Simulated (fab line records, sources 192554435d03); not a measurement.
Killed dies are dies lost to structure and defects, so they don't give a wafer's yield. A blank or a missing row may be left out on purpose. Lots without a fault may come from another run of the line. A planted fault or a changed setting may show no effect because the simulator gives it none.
Which tool did it? | flow n5_finfet | 10 lots, 30 wafers sampled, at 3 steps of a route of 1938

WHAT THE GAUGES READ, wafer by wafer
N5_PASSIVATION_CD_MEAS_30: target cd 4000 nm.
lot  | measured     | on        | cd_nm (nm)
L851 | day 11 03:05 | cd_sem-01 | 3998.1 3998.0 3997.4
L852 | day 11 13:32 | cd_sem-03 | 4003.9 4003.9 4003.1
L853 | day 11 10:16 | cd_sem-03 | 4003.0 4002.3 4000.2
L855 | day 11 20:57 | cd_sem-01 | 4000.5 3999.1 4002.0
L859 | day 12 09:44 | cd_sem-03 | 4000.7 4001.5 4002.8
L860 | day 13 02:17 | cd_sem-03 | 3999.9 4002.8 4003.6
L862 | day 17 13:32 | cd_sem-03 | 4000.1 4001.1 3997.5
L863 | day 19 05:02 | cd_sem-01 | 3998.7 4004.0 3998.6
L871 | day 17 06:34 | cd_sem-01 | 4000.5 4001.3 4002.3
L874 | day 19 09:36 | cd_sem-01 | 4002.6 4003.6 4002.8

WHICH TOOL RAN EACH LOT (tool, then ch and the chambers of the sampled wafers, then the start)
lot  | N5_GATE_CUT_ETCH_47               | N5_PASSIVATION_ETCH_15
L851 | rie_metal-03 ch 1, day 4 16:45    | rie_diel-05 ch 0,1, day 11 03:05 or earlier
L852 | rie_metal-01 ch 0,1, day 4 22:46  | rie_diel-05 ch 2,3, day 11 13:32 or earlier
L853 | rie_metal-02 ch 0,1, day 4 23:45  | rie_diel-06 ch 0,1, day 11 10:16 or earlier
L855 | rie_metal-03 ch 1, day 5 13:29    | rie_diel-05 ch 0,1,2, day 11 20:57 or earlier
L859 | rie_metal-02 ch 0,1, day 6 11:28  | rie_diel-06 ch 0,1,2, day 12 09:44 or earlier
L860 | rie_metal-03 ch 0,1, day 6 17:05  | rie_diel-01 ch 0,2,3, day 13 02:17 or earlier
L862 | rie_metal-02 ch 0,1, day 7 10:55  | rie_diel-06 ch 0,1,2, day 17 13:32 or earlier
L863 | rie_metal-03 ch 0,1, day 7 22:52  | rie_diel-06 ch 0,2, day 19 05:02 or earlier
L871 | rie_metal-02 ch 0,1, day 9 17:39  | rie_diel-06 ch 1,2, day 17 06:34 or earlier
L874 | rie_metal-02 ch 0,1, day 10 17:35 | rie_diel-06 ch 0,2, day 19 09:36 or earlier
- N5_GATE_CUT_ETCH_47: etches SiO2 in Cl2/BCl3, target depth 10 nm.
- N5_PASSIVATION_ETCH_15: etches SiCN in CF4/N2, target depth 75 nm, time 81.2 s.

THE ANSWER, worked out from the rows above alone
Rule: what is usual is taken from the lots themselves. Put in order of their means at a reading, lots are off if they are a third of the lots or fewer, leave a main group of 4 or more, and stand apart from it by a gap of 3 or more times the standard deviation of the main group's means; of several such gaps the widest counts. A main group whose means are all the same, to the digits that the tables above print for the reading, isn't used. A lot without any number at a reading at which 4 lots or more have one is off too. The other lots that the step has rows for count as sound.
No lot is off at any reading shown: from this, nothing can be told.

WHAT THE SIMULATOR HAD PUT IN
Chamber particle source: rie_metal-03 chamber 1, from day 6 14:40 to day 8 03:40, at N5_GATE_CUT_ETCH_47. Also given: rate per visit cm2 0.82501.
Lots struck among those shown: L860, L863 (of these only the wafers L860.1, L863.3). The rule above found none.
